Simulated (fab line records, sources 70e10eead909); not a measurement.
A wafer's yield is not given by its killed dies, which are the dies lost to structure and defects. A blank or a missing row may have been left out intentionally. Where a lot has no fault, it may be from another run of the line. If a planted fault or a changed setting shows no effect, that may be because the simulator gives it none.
Comparing a struck lot with a sound one || flow nand-harc || 14 out of 1159 route steps
Sound: the wafers L513.3, L513.5, L513.6. Wafers L523.1, L523.2, L523.3 were the ones struck. At the end, the cause is stated.
At each step with rows: each side's tool, then ch and its chambers, then its first start. Under that, the readings that differ: sound wafers || struck wafers || difference of the means || sigmas: that difference in standard deviations of wafers without a fault.
alike: words and numbers the same on both sides, and readings whose means are apart by under 2 such deviations; not compared: readings that were withheld, readings missing a value for some wafer, numbers with overlapping values and no deviation given by the record, and bounds like >300 which may hide the same value.
The two part at a step that has a row with sigmas, a row that says differs or no value, or rows on one side only. Non-overlapping numbers with no deviation appear without sigmas and do not part them. A reading missing from all wafers of one side parts the sides only when that side holds two or more wafers.

first, 1 step without rows for these wafers: NHARC_A_ONON_D1_DEP_00 (target thk 1000 nm).
NHARC_A_ONON_D1_THK_MEAS_02: measures by ellipsometry.
  sound: film-metro-02 at day 8 03:01; struck: film-metro-02 at day 10 19:29
  alike: thk-nm
next comes 1 step that has no rows for these wafers: NHARC_A_ONON_D1_DEP_03 (target thickness 1000 nm).
NHARC_A_ONON_D1_THK_MEAS_05: measures by ellipsometry.
  sound: film-metro-01 at day 8 03:34; struck: film-metro-01 at day 10 20:02
  alike: thk-nm
next comes 1 step that has no rows for these wafers: NHARC_A_ONON_D1_DEP_06 (target thickness 1000 nm).
NHARC_A_ONON_D1_THK_MEAS_08: measures by ellipsometry.
  sound: film-metro-01 at day 8 04:08; struck: film-metro-02 at day 10 20:37
  alike: thk-nm
next comes 1 step that has no rows for these wafers: NHARC_A_ONON_D1_DEP_09 (target thickness 1000 nm).
NHARC_A_ONON_D1_THK_MEAS_11: measures by ellipsometry.
  sound: film-metro-02 at day 8 04:43; struck: film-metro-02 at day 10 21:11
{"reading": "thk-nm (nm)", "sound": "1016 1015 1016", "struck": "988 985 985", "difference": -30, "sigmas": -3}
next comes 1 step that has no rows for these wafers: NHARC_A_ONON_D1_DEP_12 (target thickness 1000 nm).
NHARC_A_ONON_D1_THK_MEAS_14: measures by ellipsometry.
  sound: film-metro-01 at day 8 05:18; struck: film-metro-01 at day 10 22:02
  alike: thk-nm
then, 1 step without rows for these wafers: NHARC_A_ONON_D1_ANNEAL_15 (time 3600 s).
NHARC_A_ONON_D1_DEP_16: target thk 1000 nm.
  sound on pecvd-onon-03 ch 0, day 8 12:06; struck on pecvd-onon-03 ch 0, day 11 05:28
NHARC_A_ONON_D1_THK_MEAS_18: measures by ellipsometry.
  sound: film-metro-01 at day 8 12:30; struck: film-metro-01 at day 11 05:59
{"reading": "thk-nm (nm)", "sound": "997 997 999", "struck": "829 831 830", "difference": -168, "sigmas": -14}
next comes 1 step that has no rows for these wafers: NHARC_A_ONON_D1_DEP_19 (target thickness 1000 nm).

## WHERE THEY PART
Earliest at NHARC_A_ONON_D1_THK_MEAS_11; latest, in this record, at NHARC_A_ONON_D1_THK_MEAS_18.

WHY: what had been put in by the simulator
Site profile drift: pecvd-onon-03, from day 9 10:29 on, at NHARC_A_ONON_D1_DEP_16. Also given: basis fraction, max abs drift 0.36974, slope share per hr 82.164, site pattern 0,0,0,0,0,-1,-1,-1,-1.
